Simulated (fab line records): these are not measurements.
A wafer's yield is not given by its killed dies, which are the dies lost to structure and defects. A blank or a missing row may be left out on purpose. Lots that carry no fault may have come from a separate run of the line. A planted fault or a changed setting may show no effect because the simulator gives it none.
A lot that was struck, set against a sound lot ; flow nandHarc ; 26 out of 1302 route steps
Sound: these wafers, L335.1, L335.2, L335.3. Struck: wafer L325.6. (L325.3, L325.5 of the same lot were not struck and are left out.) The cause comes at the end.
At each step with rows: each side's tool, then ch and its chambers, then its first start. Under that, the readings that differ: sound wafers ; struck wafers ; difference of the means ; sigmas: that difference in standard deviations of wafers without a fault.
alike: words and numbers the same on both sides, and readings whose means are apart by under 2 such deviations; not compared: readings that were withheld, readings missing a value for some wafer, numbers with overlapping values and no deviation given by the record, and bounds like >300 which may hide the same value.
The two part at a step that has a row with sigmas, a row that says differs or no value, or rows on one side only. When numbers do not overlap yet have no deviation, they are printed without sigmas and do not part them. Lack of a reading on every wafer of one side parts them only where that side has two or more wafers.

NHARC_A_M0_PRE_CLEAN_29: time 30 s.
  sound on pvdSputter-03; struck on pvdSputter-03
  alike: heaterPowerW
NHARC_A_M0_PVD_20: deposits TaN, target thk 5 nm, time 8.06 s.
  sound on pvdSputter-03; struck on pvdSputter-03
  alike: throttleValvePct
then, 2 steps without rows for these wafers: NHARC_A_M0_PVD_21 (deposits Cu, target thk 30 nm, time 20.49 s); NHARC_A_M0_ECD_22 (material Cu, target thk 400 nm).
NHARC_A_M0_ANNEAL_30: time 90 s.
  sound on rtpAnneal-02 ch 0, day 30 06:22; struck on rtpAnneal-01 ch 0, day 26 05:12
  alike: wafer_temp_C_max
then, 1 step without rows for these wafers: NHARC_A_M0_CMP_23 (polishes, t overpolish 20 s, target thk 113.75 nm).
NHARC_A_M0_THK_MEAS_24: measures by xrf.
  sound: filmMetro-02 at day 30 07:02; struck: filmMetro-01 at day 26 05:46
  alike: thkNm
after that, 1 step had no rows for these wafers: NHARC_A_M0_SRD_25.
NHARC_A_M0_INSPECT_27:
  sound: defectInspect-01 at day 30 07:11; struck: defectInspect-01 at day 26 05:55
  alike: rawDefectCount
then, 1 step without rows for these wafers: NHARC_A_M0_PRE_CLEAN_31 (time 12 s).
NHARC_A_M0_DEP_32: deposits SiCN, target thk 30 nm.
  sound on pecvd-04 ch 0,1,2, day 30 07:20; struck on pecvd-04 ch 2, day 26 06:04
  alike: heaterPowerOuterW, heaterPowerW
NHARC_A_M1_DEP_00: deposits SiOC, target thk 182.5 nm.
  sound on pecvd-01 ch 0,1,2, day 30 07:44; struck on pecvd-04 ch 0,1, day 26 06:32
then, 9 steps without rows for these wafers: NHARC_A_M1_DEHYDRATE_01 (time 120 s); NHARC_A_M1_HMDS_02 (time 30 s); NHARC_A_M1_COAT_34 (time 65 s); NHARC_A_M1_COAT_03 (resist thk 90 nm); NHARC_A_M1_SOFTBAKE_04 (time 55 s); NHARC_A_M1_EBR_05; NHARC_A_M1_EXPOSE_06 (exposes mask A M1, target cd 120 nm); NHARC_A_M1_PEB_07 (peb time 65 s); NHARC_A_M1_DEVELOP_08 (develop time 35 s).
NHARC_A_M1_CD_MEAS_09: target cd 120 nm.
  sound on cdSem-02 ch 0, day 30 08:35; struck on cdSem-02 ch 0, day 26 07:10
reading;sound;struck;difference;sigmas
cdNm (nm);120.0 119.9 120.1;118.5;-1.5;-3
NHARC_A_M1_OVL_MEAS_10: pitch 240 nm.
  sound: overlay-02 at day 30 08:40; struck: overlay-01 at day 26 07:15
  alike: overlayXNm, overlayYNm
NHARC_A_M1_INSPECT_11:
  sound: defectInspect-02 at day 30 08:42; struck: defectInspect-01 at day 26 07:17
reading;sound;struck;difference;sigmas
rawDefectCount;160 161 168;950;+787;+22
NHARC_A_M1_DESCUM_14: chemistry O2, time 3 s.
  sound on rieDiel-11 ch 0,2,3, day 30 08:46; struck on rieDiel-10 ch 1, day 26 07:21
reading;sound;struck;difference;sigmas
drypumpMotorCurrentA (A);4.7 4.7 5.4;6.4;+1.5;+2
rfVppV (V);58.8 58.8 59.4;57.2;-1.8;-2
  alike: oesProductAu, showerheadPlenumPTorr, throttleValvePct
  not compared: rfHoursCounterH
NHARC_END_SORT_01:
  here the record holds rows for the struck wafers (prober-02 ch 0, day 28 03:32) but none for the sound ones

WHERE THEY PART
Earliest at NHARC_A_M1_CD_MEAS_09; latest, in this record, at NHARC_END_SORT_01.

WHY: what had been put in by the simulator
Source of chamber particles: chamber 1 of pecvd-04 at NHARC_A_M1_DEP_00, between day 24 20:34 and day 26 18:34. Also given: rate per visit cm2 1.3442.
